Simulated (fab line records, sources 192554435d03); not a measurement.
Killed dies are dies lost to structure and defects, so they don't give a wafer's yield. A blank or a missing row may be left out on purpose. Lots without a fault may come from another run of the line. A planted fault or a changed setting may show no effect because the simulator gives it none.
Chamber matching | flow n5_finfet | N5_BEOL_M15_ETCH_57 on rie_diel-03: 4 sister chambers
The step etches SOC in N2/H2, time 750 s. 8 wafers are shown with their chamber, then 10 later ones without.

WAFERS WITH THEIR CHAMBER
wafer  | chamber | drypump_motor_current_A (A) | throttle_valve_pct (%)
L075.4 | 0       | 4.9                         | 18.13
L081.2 | 1       | 6.0                         | 18.04
L081.6 | 3       | 6.3                         | 17.79
L085.2 | 2       | 6.2                         | 17.38
L085.5 | 1       | 6.0                         | 18.05
L085.6 | 0       | 4.9                         | 18.14
L084.2 | 3       | 6.3                         | 17.81
L084.5 | 2       | 6.1                         | 17.39

WAFERS WITHOUT THEIR CHAMBER
wafer  | drypump_motor_current_A (A) | throttle_valve_pct (%)
L084.6 | 6.3                         | 17.82
L092.3 | 6.2                         | 17.41
L092.5 | 6.0                         | 18.08
L092.6 | 6.2                         | 17.39
L094.3 | 6.0                         | 18.09
L094.5 | 6.3                         | 17.86
L094.6 | 6.2                         | 17.42
L096.1 | 6.3                         | 17.86
L096.2 | 6.1                         | 17.40
L096.5 | 6.0                         | 18.09

WHICH CHAMBER EACH WENT THROUGH
wafer  | from the rows above | in truth
L084.6 | 3                   | 3
L092.3 | 2                   | 2
L092.5 | 1                   | 1
L092.6 | 2                   | 2
L094.3 | 1                   | 1
L094.5 | 3                   | 3
L094.6 | 2                   | 2
L096.1 | 3                   | 3
L096.2 | 2                   | 2
L096.5 | 1                   | 1
Placed correctly: 10 of 10. Can't be placed from these rows: 0. Placed wrongly: 0.
How it was worked out, from the rows above alone: a wafer's distance from a chamber is the root of the sum, over the readings, of the square of ((its reading less the chamber's mean) divided by the reading's scatter). The wafer belongs to the nearest chamber; if the next one is less than 2 further off, it can't be placed. A chamber's mean is the mean of its shown wafers. The scatter: the root of (the sum of the squares of (reading less its chamber's mean) over the shown wafers, divided by (wafers less chambers)).
